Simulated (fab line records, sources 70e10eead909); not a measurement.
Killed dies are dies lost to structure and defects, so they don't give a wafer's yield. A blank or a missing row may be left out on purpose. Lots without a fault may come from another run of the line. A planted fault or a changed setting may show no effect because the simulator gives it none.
Which tool did it? | flow nand_harc | 6 lots, 18 wafers sampled, at 3 steps of a route of 1302

WHAT THE GAUGES READ, wafer by wafer
NHARC_P_GATE_CD_MEAS_46: target cd 720 nm.
lot  | measured     | on        | cd_nm (nm)
L529 | day 6 09:11  | cd_sem-02 | 723.3 722.6 719.9
L532 | day 7 12:04  | cd_sem-02 | 720.3 719.8 719.7
L534 | day 8 11:42  | cd_sem-01 | 717.1 718.0 720.7
L536 | day 9 10:53  | cd_sem-03 | 717.8 719.3 716.0
L539 | day 10 07:41 | cd_sem-01 | 720.6 718.0 722.2
L542 | day 11 22:01 | cd_sem-02 | - - -

WHICH TOOL RAN EACH LOT (tool, then ch and the chambers of the sampled wafers, then the start)
lot  | NHARC_P_GATE_ETCHBACK_37                      | NHARC_P_GATE_EXPOSE_43
L529 | rie_diel-09 ch 0,2,3, day 6 09:02 or earlier  | krf_scanner-03 ch 0, day 6 09:02
L532 | rie_diel-13 ch 0,1,2, day 7 11:54 or earlier  | krf_scanner-01 ch 0, day 7 11:54
L534 | rie_diel-09 ch 0,1,3, day 8 11:32 or earlier  | krf_scanner-04 ch 0, day 8 11:32
L536 | rie_diel-02 ch 0,1,3, day 9 10:44 or earlier  | krf_scanner-03 ch 0, day 9 10:44
L539 | rie_diel-09 ch 0,1,2, day 10 07:32 or earlier | krf_scanner-01 ch 0, day 10 07:32
L542 | rie_diel-02 ch 1,2, day 11 21:52 or earlier   | krf_scanner-03 ch 0, day 11 21:52
- NHARC_P_GATE_ETCHBACK_37: etches the open film in CHF3/O2, target depth 34.5 nm, time 17.2 s.
- NHARC_P_GATE_EXPOSE_43: exposes mask P NSD, target cd 720 nm.

THE ANSWER, worked out from the rows above alone
Rule: what is usual is taken from the lots themselves. Put in order of their means at a reading, lots are off if they are a third of the lots or fewer, leave a main group of 4 or more, and stand apart from it by a gap of 3 or more times the standard deviation of the main group's means; of several such gaps the widest counts. A main group whose means are all the same, to the digits that the tables above print for the reading, isn't used. A lot without any number at a reading at which 4 lots or more have one is off too. The other lots that the step has rows for count as sound.
Off: L542, at NHARC_P_GATE_CD_MEAS_46 (cd_nm). Without a number there: L542. The main group: mean 719.7 nm, standard deviation 1.5.
A tool fits if, at a process step before that reading, it ran every lot that is off, and no sound lot after the first of them. The gauges at NHARC_P_GATE_CD_MEAS_46 are tried like those tools. NHARC_P_GATE_ETCHBACK_37 gives no start for some lots, so the hours and the order of its lots are those of NHARC_P_GATE_EXPOSE_43. Can't be told from this: 3 tools fit, rie_diel-02 at NHARC_P_GATE_ETCHBACK_37, krf_scanner-03 at NHARC_P_GATE_EXPOSE_43, cd_sem-02 at NHARC_P_GATE_CD_MEAS_46.

WHAT THE SIMULATOR HAD PUT IN
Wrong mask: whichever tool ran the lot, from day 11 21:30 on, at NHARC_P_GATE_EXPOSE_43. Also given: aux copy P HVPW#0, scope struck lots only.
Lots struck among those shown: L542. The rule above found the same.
